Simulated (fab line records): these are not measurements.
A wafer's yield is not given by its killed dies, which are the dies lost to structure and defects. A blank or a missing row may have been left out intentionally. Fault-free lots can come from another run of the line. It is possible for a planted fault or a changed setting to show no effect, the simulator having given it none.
fab line records | flow n5_finfet
record: lots: 7 wafers: 21
route steps=1938 shown WELL_APT@25 FIN_SAQP@94 FIN_CUT@173 SD_EPI_P@321
start_h: hours from the record's first day to the start of the lot's first wafer shown | wait_h: time in hours since the lot's previous step | " as in the row above | L1.1+2: a single row standing in for several wafers | - either no value or no given start | * or withheld: withheld | < > ~ a bound
route shown NAME@n: NAME is a module with steps in the file, n the number in the route of the first one | usual: mean and standard deviation over wafers with no fault | same: alike in all rows | chamber/n: place in a boat | sites: per-site readings | _std_site: standard deviation of those values | _edge_site: the outer-site mean with the inner-site mean subtracted | radius_mm: how far each site lies from the wafer's centre | mask NAME#n: copy n | behind: the tool/chamber that last shaped the wafer | hold: cause of the lot's hold/its duration in hours/its outcome | device: which transistor (n, p or np) failed to switch | end of line: the same wafers' tests at the end of the route | step lacking rows: just its recipe | killed: dies that structure and defects cost at the first sort, which is not the same as the wafer's yield | map: a wafer's dies, marking killed ones x, the rest . and places with no die _
set.NAME: the setting as run; set.NAME@STEP: as run at that earlier step | model.NAME: the simulator's own value behind a step, which no gauge read
lots whose settings were changed on purpose; a table a step, a row a wafer
== steps ==
step: N5_WELL_APT_PEB_06
recipe: peb_temp_c: 130 peb_time_s: 90
columns lot.wafer tool chamber start_h wait_h set.peb_time_s
L078.1+4+6 litho_track-02 0 37.70 0.1 90
L083.1+4 litho_track-02 0 67.75 0.1 98.53
L083.2 " 0 " " 90
L089.3 litho_track-02 0 103.67 0.0 108.8
L089.4+6 " 0 " " 90
L090.1+2+5 litho_track-04 0 109.69 0.1 90
L092.2+5+6 litho_track-03 0 121.98 0.0 90
L096.3 litho_track-02 0 145.57 0.0 90
L096.4+6 " 0 " " 97.38
L097.2 litho_track-02 0 151.67 0.0 90
L097.3+4 " 0 " " 83.8
step: N5_WELL_APT_DESCUM_13
recipe: chemistry: O2 time_s: 7.9 source_power_w: 50 bias_power_w: 20 pressure_mtorr: 20 rf_frequency_hz: 2.712e+07 temp_c: 40 o2_flow_sccm: 225
columns lot.wafer tool chamber start_h wait_h set.time_s set.peb_time_s@WELL_APT_PEB_06 model.WELL_APT.cd_nm
L078.1 rie_diel-06 2 38.32 0.4 7.9 90 199.7
L078.4 " 3 " " 7.9 90 199.9
L078.6 " 1 " " 7.9 90 198.7
L083.1 rie_diel-02 1 68.19 0.3 9.332 98.53 203.7
L083.2 " 0 " " 9.332 90 198.4
L083.4 " 3 " " 7.9 98.53 200.1
L089.3 rie_diel-06 2 103.87 0.0 7.9 108.8 207.8
L089.4 " 0 " " 7.9 90 201.9
L089.6 " 2 " " 7.9 90 200.7
L090.1 rie_diel-06 0 109.89 0.0 7.158 90 202.6
L090.2 " 2 " " 7.9 90 199.5
L090.5 " 2 " " 7.158 90 200.8
L092.2 rie_diel-03 0 122.18 0.0 7.9 90 199.2
L092.5 " 3 " " 7.9 90 199.7
L092.6 " 0 " " 7.9 90 199.1
L096.3 rie_diel-06 0 145.78 0.0 7.9 90 198.7
L096.4 " 2 " " 7.9 97.38 201.9
L096.6 " 0 " " 7.9 97.38 203.7
L097.2 rie_diel-03 2 152.22 0.4 7.9 90 200.3
L097.3 " 1 " " 8.384 83.8 194.6
L097.4 " 0 " " 7.9 83.8 195.9
step: N5_FIN_SAQP_ALD_61
recipe: material: SiO2 target_thk_a: 40 temp_c: 300 ald_precursor_family: BDEAS ald_co_reactant: O2-plasma pulse_time_s: 1 purge_time_s: 2 co_reactant_purge_time_s: 2 ald_cycles: 43 pressure_torr: 2
columns lot.wafer tool chamber start_h wait_h set.ald_cycles model.SiO2_of_FIN_SAQP_ALD_61.thk_nm
L078.1 ald_sin-04 0 44.60 0.0 43 3.997
L078.4+6 " 2,1 " " 43 4.022
L083.1 ald_sin-02 3 74.75 0.0 43 3.982
L083.2 " 1 " " 39 3.602
L083.4 " 2 " " 39 3.595
L089.3 ald_sin-02 2 110.06 0.0 45 4.17
L089.4 " 0 " " 45 4.167
L089.6 " 1 " " 43 3.961
L090.1 ald_sin-03 3 117.12 1.1 43 4.002
L090.2+5 " 2,1 " " 39 3.617
L092.2 ald_sin-02 1 128.85 0.0 43 4.001
L092.5 " 2 " " 39 3.631
L092.6 " 3 " " 43 4.006
L096.3 ald_sin-02 3 152.00 0.0 43 3.995
L096.4 " 0 " " 50 4.64
L096.6 " 2 " " 50 4.614
L097.2 ald_sin-02 3 159.40 0.0 43 3.999
L097.3 " 0 " " 39 3.62
L097.4 " 2 " " 43 3.971
step: N5_FIN_SAQP_HM_DEP_03
recipe: material: SiNx target_thk_a: 380 temp_c: 400 precursor: SiH4/NH3/N2 pressure_torr: 1.5 rf_w: 300 time_s: 33.6
columns lot.wafer tool chamber start_h wait_h set.time_s model.SiNx_of_FIN_SAQP_HM_DEP_03.thk_nm
L078.1 pecvd-03 0 45.03 0.2 33.6 37.83
L078.4 " 2 " " 33.6 38.13
L078.6 " 1 " " 33.6 38.76
L083.1 pecvd-03 2 75.22 0.2 33.6 38.08
L083.2 " 0 " " 33.6 38.51
L083.4 " 2 " " 33.6 38.76
L089.3 pecvd-03 1 110.51 0.1 33.6 37.65
L089.4 " 0 " " 33.6 38.23
L089.6 " 2 " " 33.6 38.67
L090.1 pecvd-03 1 117.54 0.2 36.93 41.72
L090.2 " 2 " " 33.6 38.19
L090.5 " 1 " " 36.93 41.9
L092.2 pecvd-03 1 129.27 0.2 35.21 39.44
L092.5 " 2 " " 33.6 38.35
L092.6 " 1 " " 35.21 39.95
L096.3 pecvd-02 2 152.61 0.2 33.6 37
L096.4 " 2 " " 33.6 37.31
L096.6 " 1 " " 33.6 37.37
L097.2 pecvd-02 0 159.81 0.2 33.6 38.1
L097.3 " 2 " " 33.6 37.27
L097.4 " 1 " " 33.6 37.89
step: N5_FIN_SAQP_THK_MEAS_05
usual: thk_nm: 38.0/0.52
columns lot.wafer tool chamber start_h wait_h set.time_s@FIN_SAQP_HM_DEP_03 thk_nm
L078.1 film_metro-02 - 45.12 0.1 33.6 37.8
L078.4 " - " " 33.6 38.1
L078.6 " - " " 33.6 38.8
L083.1 film_metro-02 - 75.30 0.1 33.6 38.0
L083.2 " - " " 33.6 38.5
L083.4 " - " " 33.6 38.8
L089.3 film_metro-01 - 110.60 0.1 33.6 37.6
L089.4 " - " " 33.6 38.2
L089.6 " - " " 33.6 38.7
L090.1 film_metro-01 - 117.62 0.1 36.93 41.7
L090.2 " - " " 33.6 38.2
L090.5 " - " " 36.93 41.9
L092.2 film_metro-02 - 129.36 0.1 35.21 39.5
L092.5 " - " " 33.6 38.4
L092.6 " - " " 35.21 39.9
L096.3 film_metro-02 - 152.70 0.1 33.6 37.0
L096.4 " - " " 33.6 37.3
L096.6 " - " " 33.6 37.4
L097.2 film_metro-02 - 159.90 0.1 33.6 38.1
L097.3 " - " " 33.6 37.3
L097.4 " - " " 33.6 37.9
step: N5_FIN_SAQP_EXPOSE_13
recipe: mask_id: FIN_CORE na: 1.35 source_shape: dipole sigma_inner: 0.538 sigma_outer: 0.738 polarization: te target_cd_nm: 35.6 dose_mj: 63.25
columns lot.wafer tool chamber start_h wait_h mask set.dose_mj
L078.1+4+6 arfi_scanner-03 0 45.68 - FIN_CORE#0 63.25
L083.1+2 arfi_scanner-01 0 75.87 - FIN_CORE#0 63.25
L083.4 " 0 " " FIN_CORE#0 58.84
L089.3+4+6 arfi_scanner-01 0 111.18 - FIN_CORE#0 63.25
L090.1 arfi_scanner-03 0 118.19 - FIN_CORE#0 63.25
L090.2+5 " 0 " " FIN_CORE#0 59.27
L092.2+5 arfi_scanner-01 0 129.80 - FIN_CORE#0 65.37
L092.6 " 0 " " FIN_CORE#0 63.25
L096.3+4+6 arfi_scanner-03 0 153.15 - FIN_CORE#0 63.25
L097.2+3 arfi_scanner-02 0 160.47 - FIN_CORE#0 65.23
L097.4 " 0 " " FIN_CORE#0 63.25
step: N5_FIN_SAQP_PEB_14
recipe: peb_temp_c: withheld peb_time_s: 60 resist: CAR-ArF
step: N5_FIN_SAQP_DEVELOP_15
recipe: develop_time_s: 30 developer: TMAH resist: CAR-ArF dev_temp_c: 23 rinse_liquid: diw dry: air_spin
step: N5_FIN_SAQP_CD_MEAS_16
recipe: target_cd_nm: 35.6 landing_energy_ev: 500 detector: se_inlens
usual: cd_nm: 35.4/0.33
columns lot.wafer tool chamber start_h wait_h set.dose_mj@FIN_SAQP_EXPOSE_13 cd_nm
L078.1 cd_sem-02 0 45.81 - 63.25 35.9
L078.4 " 0 " " 63.25 35.8
L078.6 " 0 " " 63.25 36.1
L083.1 cd_sem-02 0 75.99 - 63.25 35.6
L083.2 " 0 " " 63.25 34.7
L083.4 " 0 " " 58.84 37.6
L089.3 cd_sem-03 0 111.30 - 63.25 35.0
L089.4 " 0 " " 63.25 35.2
L089.6 " 0 " " 63.25 35.2
L090.1 cd_sem-01 0 118.31 - 63.25 34.7
L090.2 " 0 " " 59.27 37.1
L090.5 " 0 " " 59.27 37.1
L092.2 cd_sem-01 0 129.93 - 65.37 34.5
L092.5 " 0 " " 65.37 34.5
L092.6 " 0 " " 63.25 35.1
L096.3 cd_sem-03 0 153.27 - 63.25 35.9
L096.4 " 0 " " 63.25 35.0
L096.6 " 0 " " 63.25 35.1
L097.2 cd_sem-02 0 160.59 - 65.23 34.8
L097.3 " 0 " " 65.23 33.9
L097.4 " 0 " " 63.25 35.3
step: N5_FIN_SAQP_MANDREL_ETCH_22
recipe: target_depth_a: 600 chemistry: HBr/Cl2 target: a-Si stop_on: SiNx bt_time_s: 10 over_etch_frac: 0.5 time_s: 30 pressure_mtorr: 10 icp_w: 800 bias_w: 75 HBr_flow_sccm: 150 Cl2_flow_sccm: 80 ends: end_point
columns lot.wafer tool chamber start_h wait_h set.over_etch_frac
L078.1+4+6 rie_si-06 2,0,0 46.19 0.0 0.5
L083.1+4 rie_si-02 1,2 76.46 0.0 0.5
L083.2 " 0 " " 0.5316
L089.3 rie_si-02 0 111.67 0.0 0.5
L089.4+6 " 1 " " 0.5163
L090.1+2 rie_si-02 2,3 118.69 0.0 0.5195
L090.5 " 1 " " 0.5
L092.2+5 rie_si-02 1 130.30 0.0 0.5
L092.6 " 0 " " 0.5342
L096.3+4 rie_si-02 1,2 154.15 0.0 0.5102
L096.6 " 0 " " 0.5
L097.2+3 rie_si-02 3,2 160.97 0.0 0.5
L097.4 " 0 " " 0.5287
step: N5_FIN_SAQP_STRIP_55
recipe: chemistry: N2/H2 power_w: 500 temp_c: 40 pressure_mtorr: 50 rf_frequency_hz: 6e+07 overash_fraction: 0.3 bias_power_w: 28 h2_frac: 0.5 n2_flow_sccm: 300 h2_flow_sccm: 300
step: N5_FIN_SAQP_STRIP_23
recipe: chemistry: SPM time_s: 750 temp_c: 130 h2so4_h2o2_vol_ratio: 4
step: N5_FIN_SAQP_ETCH_57
recipe: chemistry: CH3F/O2 target: SiNx mask_material: SiO2 target_depth_a: 325 time_s: 46.4 pressure_mtorr: 30 source_w: 395 bias_w: 73 Ar_flow_sccm: 150 CH3F_flow_sccm: 30 O2_flow_sccm: 20 ion_energy_ev: 120 ends: cleared
step: N5_FIN_SAQP_ETCH_65
recipe: chemistry: CF4 target: SiO2 target_depth_a: 40 ion_energy_ev: 350 time_s: 4.4 pressure_mtorr: 10 icp_w: 800 bias_w: 400 cf4_flow_sccm: 80
step: N5_FIN_SAQP_MANDREL_ETCH_58
recipe: chemistry: HBr/Cl2 target: a-Si target_depth_a: 450 bt_time_s: 10 stop_on: SiNx mask_material: SiO2 over_etch_frac: 0.8 time_s: 27 pressure_mtorr: 10 icp_w: 800 bias_w: 75 HBr_flow_sccm: 150 Cl2_flow_sccm: 80 ends: end_point
columns lot.wafer tool chamber start_h wait_h set.time_s@FIN_SAQP_HM_DEP_03 model.SiNx_of_FIN_SAQP_HM_DEP_03.thk_nm
L078.1 rie_si-06 2 48.12 0.0 33.6 37.83
L078.4 " 1 " " 33.6 38
L078.6 " 2 " " 33.6 38.76
L083.1 rie_si-02 2 78.40 0.0 33.6 38.08
L083.2 " 3 " " 33.6 38.4
L083.4 " 0 " " 33.6 38.76
L089.3 rie_si-06 1 113.64 0.0 33.6 37.6
L089.4 " 0 " " 33.6 38.23
L089.6 " 0 " " 33.6 38.67
L090.1 rie_si-02 0 120.87 0.0 36.93 41.72
L090.2 " 1 " " 33.6 38
L090.5 " 1 " " 36.93 41.8
L092.2 rie_si-06 2 132.33 0.0 35.21 39.44
L092.5 " 2 " " 33.6 38.35
L092.6 " 3 " " 35.21 39.8
L096.3 rie_si-04 3 156.20 0.0 33.6 37
L096.4 " 2 " " 33.6 37.31
L096.6 " 3 " " 33.6 37.37
L097.2 rie_si-06 2 162.94 0.0 33.6 38.1
L097.3 " 1 " " 33.6 37.2
L097.4 " 1 " " 33.6 37.8
step: N5_FIN_SAQP_RECESS_63
recipe: chemistry: HF/NH3 target: SiO2 target_depth_a: 180 afs_cycles: 3 temp_c: 30 sublimation_temp_c: 180 sublimation_time_s: 60
step: N5_FIN_SAQP_COAT_68
recipe: resist: SOC temp_c: 250 time_s: 60 spin_rpm: 1500 resist_thk_nm: 100
step: N5_FIN_SAQP_MANDREL2_REMOVE_60
recipe: chemistry: HBr/Cl2/O2 bt_time_s: 10 target: a-Si stop_on: SiNx endpoint: OES-SiCl over_etch_frac: 1 icp_w: 600 bias_w: 22 HBr_flow_sccm: 150 Cl2_flow_sccm: 80 O2_flow_sccm: 5 pressure_mtorr: 10
step: N5_FIN_SAQP_HM_OPEN_33
recipe: chemistry: CH3F/O2 target: SiNx mask_material: SiO2 target_depth_a: 494 time_s: 70.6 pressure_mtorr: 30 source_w: 395 bias_w: 73 Ar_flow_sccm: 150 CH3F_flow_sccm: 30 O2_flow_sccm: 20 ion_energy_ev: 120 ends: cleared
columns lot.wafer tool chamber start_h wait_h set.time_s@FIN_SAQP_HM_DEP_03 model.etch.depth_nm
L078.1 rie_diel-03 2 49.52 0.0 33.6 37.2
L078.4 " 2 " " 33.6 37.41
L078.6 " 0 " " 33.6 38.13
L083.1 rie_diel-03 0 79.80 0.0 33.6 37.45
L083.2 " 3 " " 33.6 37.71
L083.4 " 3 " " 33.6 38.13
L089.3 rie_diel-02 0 115.23 0.0 33.6 36.94
L089.4 " 3 " " 33.6 37.6
L089.6 " 2 " " 33.6 38.04
L090.1 rie_diel-06 1 122.83 0.0 36.93 41.09
L090.2 " 0 " " 33.6 37.4
L090.5 " 0 " " 36.93 41.11
L092.2 rie_diel-03 1 133.92 0.1 35.21 38.81
L092.5 " 2 " " 33.6 37.72
L092.6 " 1 " " 35.21 39.21
L096.3 rie_diel-03 3 157.77 0.0 33.6 36.37
L096.4 " 1 " " 33.6 36.68
L096.6 " 0 " " 33.6 36.75
L097.2 rie_diel-02 1 164.60 0.1 33.6 37.48
L097.3 " 2 " " 33.6 36.56
L097.4 " 3 " " 33.6 37.18
step: N5_FIN_SAQP_ETCH_34
recipe: chemistry: C4F6/O2 target: SiO2 target_depth_a: 450 time_s: 15 ion_energy_ev: 250 pressure_mtorr: 30 source_w: 345 bias_w: 185 Ar_flow_sccm: 300 C4F6_flow_sccm: 10 O2_flow_sccm: 10 ends: cleared
step: N5_FIN_SAQP_STRIP_77
recipe: chemistry: N2/H2 time_s: 90 power_w: 100 temp_c: 40 pressure_mtorr: 100 rf_frequency_hz: 6e+07 bias_power_w: 3 n2_flow_sccm: 300 h2_flow_sccm: 300
step: N5_FIN_SAQP_ETCH_64
recipe: chemistry: CF4 target: SiO2 target_depth_a: 15 ion_energy_ev: 350 pressure_mtorr: 10 icp_w: 800 bias_w: 400 cf4_flow_sccm: 80
step: N5_FIN_SAQP_FIN_ETCH_36
recipe: chemistry: HBr/Cl2/O2 target_depth_a: 1200 mask_material: SiNx time_s: 50.4 bias_w: 102 pressure_mtorr: 10 icp_w: 800 HBr_flow_sccm: 150 Cl2_flow_sccm: 80 O2_flow_sccm: 12
columns lot.wafer tool chamber start_h wait_h set.time_s@FIN_SAQP_HM_DEP_03 model.SiNx_of_FIN_SAQP_HM_DEP_03.thk_nm
L078.1+4 rie_si-04 0,1 49.81 0.0 33.6 21
L078.6 " 1 " " 33.6 21.8
L083.1 rie_si-04 0 80.09 0.0 33.6 21.2
L083.2 " 2 " " 33.6 21.6
L083.4 " 1 " " 33.6 21.8
L089.3 rie_si-04 3 115.52 0.0 33.6 21.2
L089.4 " 2 " " 33.6 21.6
L089.6 " 1 " " 33.6 21.8
L090.1 rie_si-04 2 123.11 0.0 36.93 25
L090.2 " 3 " " 33.6 21.8
L090.5 " 1 " " 36.93 24.8
L092.2 rie_si-04 2 134.20 0.0 35.21 22.8
L092.5 " 2 " " 33.6 21.8
L092.6 " 3 " " 35.21 23.4
L096.3 rie_si-06 0 158.05 0.0 33.6 20
L096.4+6 " 3 " " 33.6 20.4
L097.2 rie_si-06 0 164.88 0.0 33.6 21.2
L097.3 " 1 " " 33.6 19.8
L097.4 " 3 " " 33.6 20.8
step: N5_FIN_SAQP_PRECLEAN_38
recipe: chemistry: O3/DIW time_s: 45 temp_c: 22 o3_ppm: 10
step: N5_FIN_SAQP_PRECLEAN_45
recipe: chemistry: dHF time_s: 10 dilution: 500:1 temp_c: 25
columns lot.wafer tool chamber start_h wait_h set.time_s@FIN_SAQP_HM_DEP_03 model.SiNx_of_FIN_SAQP_HM_DEP_03.thk_nm
L078.1 wet_bench-03 2 49.99 0.0 33.6 20.8
L078.4 " 1 " " 33.6 21
L078.6 " 5 " " 33.6 21.6
L083.1 wet_bench-01 5 80.26 0.0 33.6 21.2
L083.2 " 6 " " 33.6 21.4
L083.4 " 2 " " 33.6 21.6
L089.3 wet_bench-06 4 115.69 0.0 33.6 21.2
L089.4 " 0 " " 33.6 21.4
L089.6 " 2 " " 33.6 21.6
L090.1 wet_bench-01 2 123.29 0.0 36.93 24.8
L090.2 " 6 " " 33.6 21.6
L090.5 " 3 " " 36.93 24.6
L092.2 wet_bench-01 4 134.38 0.0 35.21 22.6
L092.5 " 7 " " 33.6 21.6
L092.6 " 1 " " 35.21 23.4
L096.3 wet_bench-03 7 158.23 0.0 33.6 20
L096.4 " 1 " " 33.6 20.2
L096.6 " 2 " " 33.6 20.4
L097.2 wet_bench-01 7 165.06 0.0 33.6 21.2
L097.3 " 4 " " 33.6 19.8
L097.4 " 6 " " 33.6 20.6
step: N5_FIN_CUT_CUT_ETCH_26
recipe: chemistry: CH3F/O2 target: SiNx target_depth_a: 390 mask_material: SOC time_s: 55.7 pressure_mtorr: 30 source_w: 395 bias_w: 73 Ar_flow_sccm: 150 CH3F_flow_sccm: 30 O2_flow_sccm: 20 ion_energy_ev: 120
columns lot.wafer tool chamber start_h wait_h set.source_w model.etch.depth_nm
L078.1 rie_diel-04 0 51.05 0.0 395 39
L078.4 " 2 " " 395 38.74
L078.6 " 1 " " 395 38.32
L083.1 rie_diel-01 0 81.32 0.0 395 39.59
L083.2 " 1 " " 395 40.3
L083.4 " 2 " " 367.4 37.83
L089.3 rie_diel-05 3 116.64 0.0 395 38.94
L089.4 " 1 " " 348.7 36.13
L089.6 " 2 " " 395 38.66
L090.1 rie_diel-04 2 124.35 0.0 395 39.11
L090.2 " 1 " " 395 38.49
L090.5 " 1 " " 342.4 36.55
L092.2 rie_diel-04 1 135.58 0.0 395 39.15
L092.5 " 2 " " 395 39.35
L092.6 " 3 " " 395 37.94
L096.3 rie_diel-04 3 159.29 0.0 395 38.13
L096.4 " 2 " " 395 38.56
L096.6 " 1 " " 395 38.79
L097.2 rie_diel-05 1 166.12 0.0 395 38.05
L097.3 " 0 " " 439.2 41.2
L097.4 " 2 " " 395 38.6
step: N5_SD_EPI_P_EPI_21
recipe: material: SiGe:B dopant: B temp_c: 550 pressure_torr: 20 ambient: H2 time_s: 355
columns lot.wafer tool chamber start_h wait_h set.temp_c model.SiGe-B_of_SD_EPI_P_EPI_21.thk_nm
L078.1 epi_rpcvd-01 0 79.78 0.1 550 61
L078.4 " 0 80.86 1.1 550 60.8
L078.6 " 0 " " 550 61.6
L083.1 epi_rpcvd-02 0 108.93 0.1 552.7 64.8
L083.2 " 0 " " 550 61.2
L083.4 " 0 " " 550 61.4
L089.3 epi_rpcvd-02 0 145.33 0.8 550 60.6
L089.4 " 0 " " 550 61.8
L089.6 " 0 " " 548.1 58.6
L090.1 epi_rpcvd-02 0 152.99 0.1 546.6 57.2
L090.2 " 0 " " 550 61.6
L090.5 " 0 154.43 1.5 546.6 57.4
L092.2 epi_rpcvd-02 0 162.87 0.5 550 62
L092.5 " 0 163.95 1.5 550 61.4
L092.6 " 0 " " 550 62.2
L096.3 epi_rpcvd-02 0 188.66 0.8 550 61
L096.4 " 0 " " 550 60.2
L096.6 " 0 " " 550 60.6
L097.2 epi_rpcvd-03 0 195.44 0.6 550 60.8
L097.3 " 0 " " 551.6 62
L097.4 " 0 " " 551.6 62.6
step: N5_SD_EPI_P_HM_STRIP_48
recipe: chemistry: H3PO4 temp_c: 160 material: SiNx target: SiNx target_depth_a: 30 overetch_fraction: 0.3
step: N5_SD_EPI_P_SRD_49
recipe: dry: ipa_marangoni time_s: 30 temp_c: 23 rinse_liquid: diw
step: N5_SD_EPI_P_PRECLEAN_24
recipe: chemistry: O3/DIW time_s: 45 temp_c: 22 o3_ppm: 10
columns lot.wafer tool chamber start_h wait_h set.temp_c@SD_EPI_P_EPI_21 model.SiGe-B_of_SD_EPI_P_EPI_21.thk_nm
L078.1 wet_bench-02 6 82.09 0.0 550 60.6
L078.4 " 7 " " 550 60.4
L078.6 " 0 " " 550 61.2
L083.1 wet_bench-05 0 111.23 0.0 552.7 64.2
L083.2 " 7 " " 550 60.6
L083.4 " 4 " " 550 60.8
L089.3 wet_bench-02 0 146.92 0.0 550 60
L089.4 " 3 " " 550 61.4
L089.6 " 4 " " 548.1 58.2
L090.1 wet_bench-05 7 155.29 0.0 546.6 56.8
L090.2 " 4 " " 550 61.2
L090.5 " 1 " " 546.6 57
L092.2+6 wet_bench-05 3,7 164.83 0.0 550 61.6
L092.5 " 0 " " 550 61
L096.3 wet_bench-04 0 190.24 0.0 550 60.6
L096.4 " 1 " " 550 59.8
L096.6 " 3 " " 550 60.2
L097.2 wet_bench-02 7 197.98 0.0 550 60.4
L097.3 " 2 " " 551.6 61.6
L097.4 " 4 " " 551.6 62
== key ==
split: step: N5_WELL_APT_PEB_06 setting: peb_time_s stated: 90 by: wafer
response: step: N5_WELL_APT_DESCUM_13 reading: model.WELL_APT.cd_nm change: +0.371 per: 1% r: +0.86
split: step: N5_WELL_APT_DESCUM_13 setting: time_s stated: 7.9 by: wafer
response none clear
split: step: N5_FIN_SAQP_ALD_61 setting: ald_cycles stated: 43 by: wafer
response: step: N5_FIN_SAQP_ALD_61 reading: model.SiO2_of_FIN_SAQP_ALD_61.thk_nm change: +0.0399 per: 1% r: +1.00
split: step: N5_FIN_SAQP_HM_DEP_03 setting: time_s stated: 33.6 by: wafer
response: step: N5_FIN_SAQP_HM_DEP_03 reading: model.SiNx_of_FIN_SAQP_HM_DEP_03.thk_nm change: +0.349 per: 1% r: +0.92
response: step: N5_FIN_SAQP_THK_MEAS_05 reading: thk_nm change: * per: 1% r: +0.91
response: step: N5_FIN_SAQP_MANDREL_ETCH_58 reading: model.SiNx_of_FIN_SAQP_HM_DEP_03.thk_nm change: +0.358 per: 1% r: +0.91
response: step: N5_FIN_SAQP_HM_OPEN_33 reading: model.etch.depth_nm change: +0.354 per: 1% r: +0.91
response: step: N5_FIN_SAQP_FIN_ETCH_36 reading: model.SiNx_of_FIN_SAQP_HM_DEP_03.thk_nm change: +0.305 per: 1% r: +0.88
response: step: N5_FIN_SAQP_PRECLEAN_45 reading: model.SiNx_of_FIN_SAQP_HM_DEP_03.thk_nm change: +0.309 per: 1% r: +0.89
split: step: N5_FIN_SAQP_EXPOSE_13 setting: dose_mj stated: 63.25 by: wafer
response: step: N5_FIN_SAQP_CD_MEAS_16 reading: cd_nm change: -0.34 per: 1% r: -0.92
split: step: N5_FIN_SAQP_MANDREL_ETCH_22 setting: over_etch_frac stated: 0.5 by: wafer
response none clear
split: step: N5_FIN_CUT_CUT_ETCH_26 setting: source_w stated: 395 by: wafer
response: step: N5_FIN_CUT_CUT_ETCH_26 reading: model.etch.depth_nm change: +0.222 per: 1% r: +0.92
split: step: N5_SD_EPI_P_EPI_21 setting: temp_c stated: 550 by: wafer
response: step: N5_SD_EPI_P_EPI_21 reading: model.SiGe-B_of_SD_EPI_P_EPI_21.thk_nm change: +6.9 per: 1% r: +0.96
response: step: N5_SD_EPI_P_PRECLEAN_24 reading: model.SiGe-B_of_SD_EPI_P_EPI_21.thk_nm change: +6.83 per: 1% r: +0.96
